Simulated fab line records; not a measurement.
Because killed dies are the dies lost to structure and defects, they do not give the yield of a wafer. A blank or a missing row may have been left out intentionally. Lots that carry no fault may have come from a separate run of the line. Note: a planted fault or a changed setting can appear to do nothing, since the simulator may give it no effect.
A struck lot beside a sound one	flow n5 finfet	14 out of 1938 route steps
Sound: these wafers, L648.3, L648.4, L648.5. Wafers L651.3, L651.4, L651.5 were the ones struck. The cause is given at the end.
Each step with rows lists, per side, the tool, then ch with its chambers, then its first start. Under that, the readings that differ: sound wafers	struck wafers	difference of the means	sigmas: that difference in standard deviations of wafers without a fault.
alike: readings with means less than 2 such deviations apart, plus words and numbers identical on both sides. not compared: withheld readings, readings lacking a value on some wafer, bounds such as >300 that could conceal the same value, and numbers that have no deviation in the record and whose values overlap.
A row with sigmas, a row that says differs or no value, or rows on one side alone: a step with any of these is where the two part. Non-overlapping numbers with no deviation appear without sigmas and do not part them. A reading missing from all wafers of one side parts the sides only when that side holds two or more wafers.

N5_FIN_SAQP_THK_MEAS_05:
  sound on film metro-01, day 3 03:52; struck on film metro-02, day 3 21:23
  alike: thk nm
N5_FIN_SAQP_PECVD_47: deposits a-Si from SiH4/He, target thk 45 nm, time 36.3 s.
  sound on pecvd-03 ch 1,2, day 3 03:54; struck on pecvd-03 ch 1,2, day 3 21:26
  alike: heater power w, showerhead plenum p Torr, throttle valve pct
N5_FIN_SAQP_PECVD_48: deposits SiNx from SiH4/NH3/N2, target thk 25 nm, time 22.1 s.
  sound on pecvd-03 ch 1,2, day 3 03:56; struck on pecvd-03 ch 1,2, day 3 21:28
  alike: heater power w, showerhead plenum p Torr, throttle valve pct
N5_FIN_SAQP_PECVD_06: deposits a-Si from SiH4/He, target thk 60 nm, time 48.1 s.
  sound on pecvd-03 ch 1,2, day 3 03:59; struck on pecvd-03 ch 1,2, day 3 21:31
  alike: heater power w, showerhead plenum p Torr, throttle valve pct
N5_FIN_SAQP_THK_MEAS_07:
  sound on film metro-02, day 3 04:04; struck on film metro-02, day 3 21:36
  alike: thk nm
N5_FIN_SAQP_HM_DEP_72: deposits SiO2 from SiH4/N2O, target thk 12 nm, time 7.2 s.
  sound on pecvd-03 ch 0,2, day 3 04:06; struck on pecvd-04 ch 0,1,2, day 3 21:38
  alike: heater power w, showerhead plenum p Torr
then, 6 steps without rows for these wafers: N5_FIN_SAQP_COAT_49 (time 60 s, resist thk 100 nm); N5_FIN_SAQP_COAT_50 (time 60 s, resist thk 35 nm); N5_FIN_SAQP_COAT_10 (resist thk 90 nm); N5_FIN_SAQP_EBR_12; N5_FIN_SAQP_SOFTBAKE_11 (time 60 s); N5_FIN_SAQP_EXPOSE_13 (exposes mask FIN CORE, target cd 35.6 nm).
N5_FIN_SAQP_PEB_14: peb time 60 s.
  sound on litho track-04 ch 0, day 3 04:29; struck on litho track-01, day 3 22:01
  no value came back on the struck wafers for chill plate temp C (C), exhaust pa (Pa), resist line temp C (C); on the sound wafers chill plate temp C (C) reads 23.13 23.20 23.04
then, 1 step without rows for these wafers: N5_FIN_SAQP_DEVELOP_15 (develop time 30 s).

## WHERE THEY PART
Only at N5_FIN_SAQP_PEB_14, within this record.

WHY: the cause the simulator had injected
Skipped step whole: litho track-01, from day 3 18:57 on, at N5_FIN_SAQP_PEB_14. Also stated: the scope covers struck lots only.
